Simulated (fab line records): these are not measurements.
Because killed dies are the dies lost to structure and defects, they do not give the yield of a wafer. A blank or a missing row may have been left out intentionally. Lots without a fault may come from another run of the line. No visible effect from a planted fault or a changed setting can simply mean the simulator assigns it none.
Chamber matching -- flow nand-harc -- 3 sister chambers for NHARC_A_CONTACT_DEP_85 on pecvd-03
The step deposits SiON, target thk 60 nm. 6 wafers are shown with their chamber, then 9 later ones without.

WAFERS, EACH WITH ITS CHAMBER
wafer,chamber,heater-power-w (W)
L077.1,1,560
L086.1,2,814
L086.2,1,620
L088.1,2,830
L088.3,0,698
L088.4,0,688

WAFERS WITH NO CHAMBER GIVEN
wafer,heater-power-w (W)
L093.2,878
L093.3,692
L093.6,655
L095.2,723
L095.3,625
L095.6,785
L097.2,642
L097.5,738
L097.6,927

EACH ONE'S CHAMBER
wafer,from the rows above,in truth
L093.2,2,2
L093.3,0,0
L093.6,can't be placed: 0 or 1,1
L095.2,0,0
L095.3,can't be placed: 1 or 0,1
L095.6,2,2
L097.2,can't be placed: 0 or 1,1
L097.5,can't be placed: 0 or 2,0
L097.6,2,2
Correct placement for 5 of the 9. Not placeable from these rows: 4 (in 4, the candidates include the true chamber). Wrongly placed: 0.
How it was worked out, from the rows above alone: a wafer's distance from a chamber is the root of the sum, over the readings, of the square of ((its reading less the chamber's mean) divided by the reading's scatter). The wafer belongs to the nearest chamber; if the next one is less than 2 further off, it can't be placed. For every chamber, the mean is computed from those of its wafers that are shown. How the scatter is found: for the shown wafers, subtract from each reading the mean of its chamber, square and add these, divide the total by (wafers less chambers), then take the root.
